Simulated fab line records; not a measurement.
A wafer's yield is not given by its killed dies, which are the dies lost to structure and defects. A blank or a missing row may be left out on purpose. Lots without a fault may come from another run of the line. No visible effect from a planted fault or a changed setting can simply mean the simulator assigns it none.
Chamber matching -- flow n5_finfet -- pecvd-03 running N5_BEOL_M13_ILD_DEP_00: 3 sister chambers
The step deposits SiOC from DEMS/O2, target thk 837.92 nm, time 166.4 s. 3 wafers are shown with their chamber, then 8 later ones without.

## WAFERS, EACH WITH ITS CHAMBER
wafer,chamber,throttle_valve_pct (%)
L084.4,2,12.0
L085.5,1,11.2
L090.1,0,13.1

## WAFERS MISSING THEIR CHAMBER
wafer,throttle_valve_pct (%)
L090.2,11.3
L090.6,13.1
L094.1,11.9
L094.5,11.6
L094.6,13.2
L097.1,11.8
L097.3,11.3
L097.5,11.0

## EACH ONE'S CHAMBER
wafer,from the rows above,in truth
L090.2,1,1
L090.6,0,0
L094.1,2,2
L094.5,can't be placed: 1 or 2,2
L094.6,0,0
L097.1,2,2
L097.3,1,1
L097.5,1,1
Placed correctly: 7 of 8. From these rows, 1 cannot be placed; in 1 the true chamber is one of the candidates. Number placed wrongly: 0.
How it was worked out, from the rows above alone: a wafer's distance from a chamber is the root of the sum, over the readings, of the square of ((its reading less the chamber's mean) divided by the reading's scatter). The wafer belongs to the nearest chamber; if the next one is less than 2 further off, it can't be placed. Each chamber's mean is taken over the wafers shown for it. The scatter: with one shown wafer a chamber, the root of the mean of the squares of how far each hidden wafer lies from its nearest shown one.
